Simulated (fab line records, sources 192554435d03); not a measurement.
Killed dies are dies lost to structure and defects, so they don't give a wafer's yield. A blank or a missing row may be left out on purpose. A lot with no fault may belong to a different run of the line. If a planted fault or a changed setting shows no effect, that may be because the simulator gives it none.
Comparing a struck lot with a sound one | flow n5 finfet | 37 steps out of a route of 1938
Sound: the wafers L503.3, L503.5, L503.6. Wafers struck: L495.1, L495.3, L495.4. The cause comes at the end.
Each step with rows lists, per side, the tool, then ch with its chambers, then its first start. Under that, the readings that differ: sound wafers | struck wafers | difference of the means | sigmas: that difference in standard deviations of wafers without a fault.
alike: readings whose means differ by less than 2 such deviations, and words and numbers that are the same on both sides. not compared: withheld readings, readings that some wafer has no value for, bounds like >300 that may hide the same value, and numbers for which the record gives no deviation and whose values overlap.
The two part at a step that has a row with sigmas, a row that says differs or no value, or rows on one side only. Non-overlapping numbers with no deviation appear without sigmas and do not part them. A reading that every wafer of one side lacks parts them only if that side has two wafers or more.

first, 9 steps without rows for these wafers: N5_WELL_APT_HMDS_18 (time 60 s); N5_WELL_APT_COAT_19 (resist thk 950 nm); N5_WELL_APT_EBR_21; N5_WELL_APT_SOFTBAKE_20 (time 60 s); N5_WELL_APT_EXPOSE_22 (exposes mask PWELL, defocus 0 nm, target cd 200 nm); N5_WELL_APT_PEB_23 (peb time 90 s); N5_WELL_APT_DEVELOP_24 (develop time 45 s); N5_WELL_APT_HARDBAKE_29 (time 120 s); N5_WELL_APT_DESCUM_30 (chemistry O2, time 7.9 s).
N5_WELL_APT_IMPLANT_31:
  sound on implanter-01 ch 0, day 5 21:05; struck on implanter-02 ch 0, day 3 21:22
  reading            | sound                            | struck                        | difference | sigmas
  dose ions cm2      | 1.4999e+13 1.5005e+13 1.4996e+13 | 9.282e+12 9.269e+12 9.276e+12 | -5.724e+12 | -99 or more
  faraday current uA | 191 192 194                      | 120 120 116                   | -74        | -19
then, 25 steps without rows for these wafers: N5_WELL_APT_IMPLANT_32; N5_WELL_APT_STRIP_33 (strips in SPM, time 900 s); N5_WELL_APT_RTA_34 (time 10 s); N5_WELL_APT_OXIDE_STRIP_42 (strips SiO2 in dHF, time 45 s, target depth 12 nm); N5_WELL_APT_PRECLEAN_36 (cleans in O3/DIW, time 45 s); N5_WELL_APT_PRECLEAN_39 (cleans in dHF, time 60 s); N5_WELL_APT_SRD_37 (time 30 s); N5_WELL_APT_EPI_41 (deposits Si from SiH4/H2, target thk 50 nm, time 297.7 s); N5_PMOS_HMC_CHANNEL_EPI_HM_DEP_34 (deposits SiO2 from TEOS/O2, target thk 36 nm, time 6.9 s); N5_PMOS_HMC_CHANNEL_EPI_COAT_31 (time 60 s, resist thk 66 nm); N5_PMOS_HMC_CHANNEL_EPI_COAT_03 (resist thk 205 nm); N5_PMOS_HMC_CHANNEL_EPI_EBR_05; N5_PMOS_HMC_CHANNEL_EPI_SOFTBAKE_04 (time 60 s); N5_PMOS_HMC_CHANNEL_EPI_EXPOSE_06 (exposes mask PMOS HMC BLK, target cd 240 nm); N5_PMOS_HMC_CHANNEL_EPI_PEB_07 (peb time 60 s); N5_PMOS_HMC_CHANNEL_EPI_DEVELOP_08 (develop time 30 s); N5_PMOS_HMC_CHANNEL_EPI_DESCUM_14 (chemistry O2, time 7.9 s); N5_PMOS_HMC_CHANNEL_EPI_ETCH_32 (etches BARC in N2/H2, stops on SiO2, target depth 85.8 nm, time 50.3 s); N5_PMOS_HMC_CHANNEL_EPI_HM_OPEN_15 (chemistry CHF3/O2, target SiO2, target depth 40.6 nm, time 20.3 s); N5_PMOS_HMC_CHANNEL_EPI_STRIP_33 (strips in N2/H2); N5_PMOS_HMC_CHANNEL_EPI_STRIP_17 (strips in SPM, time 750 s); N5_PMOS_HMC_CHANNEL_EPI_ETCH_38 (etches SiO2 in CF4, target depth 1.5 nm); N5_PMOS_HMC_CHANNEL_EPI_FIN_RECESS_16 (chemistry HBr/Cl2, target Si, target depth 54 nm, time 18 s); N5_PMOS_HMC_CHANNEL_EPI_PRECLEAN_36 (cleans in O3/DIW, time 45 s); N5_PMOS_HMC_CHANNEL_EPI_PRECLEAN_18 (cleans in DHF, time 30 s).
-- record jumps: 6 days separate the struck wafers' starts on either side; left off in module PMOS_HMC_CHANNEL_EPI, taken up again in module BEOL_M4, whose first shown step is the route's number 1111 --
N5_BEOL_M4_RC_MEAS_101:
  sound on prober-02 ch 0, day 12 12:52; struck on prober-02 ch 0, day 10 04:43
  reading           | sound          | struck         | difference | sigmas
  RS_PWELL (ohm/sq) | 2991 3007 2991 | 3953 3934 3938 | +945       | +43
  alike: DIBL_N, DIBL_P, IOFF_N, IOFF_P, ION_N, ION_P, SS_N, SS_P, VT_N, VT_P
-- a jump in the record: the struck wafers' starts before and after are 5 days apart (it breaks off in module BEOL_M4 and resumes in module PASSIVATION, where the first step shown is number 1936 of the route) --
N5_PASSIVATION_PROBE_49:
  sound on prober-01, day 16 16:17; struck on prober-02, day 15 02:22
  reading                | sound    | struck   | difference | sigmas
  killed_at_M0_to_M3     | 29 30 32 | 61 52 47 | +23        | +2
  killed_at_M4_up        | 19 21 32 | 16 9 9   | -13        | -2
  sort_bin_4_leakage (%) | 0.08 0 0 | 0 0 0    | +0         | -3
  alike: defect limited yield, killed at contacts, killed at front end, killed at other, killed dies, killed on rim, killed open, killed short, sort_bin_5_function, sort_bin_6_memory, sort n pass, sort yield pct

== WHERE THEY PART ==
At N5_WELL_APT_IMPLANT_31 first; at N5_PASSIVATION_PROBE_49 last (within this record only).

WHY: what the simulator had put in
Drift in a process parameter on implanter-02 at N5_WELL_APT_IMPLANT_31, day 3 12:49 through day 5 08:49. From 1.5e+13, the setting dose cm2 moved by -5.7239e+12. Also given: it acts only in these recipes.
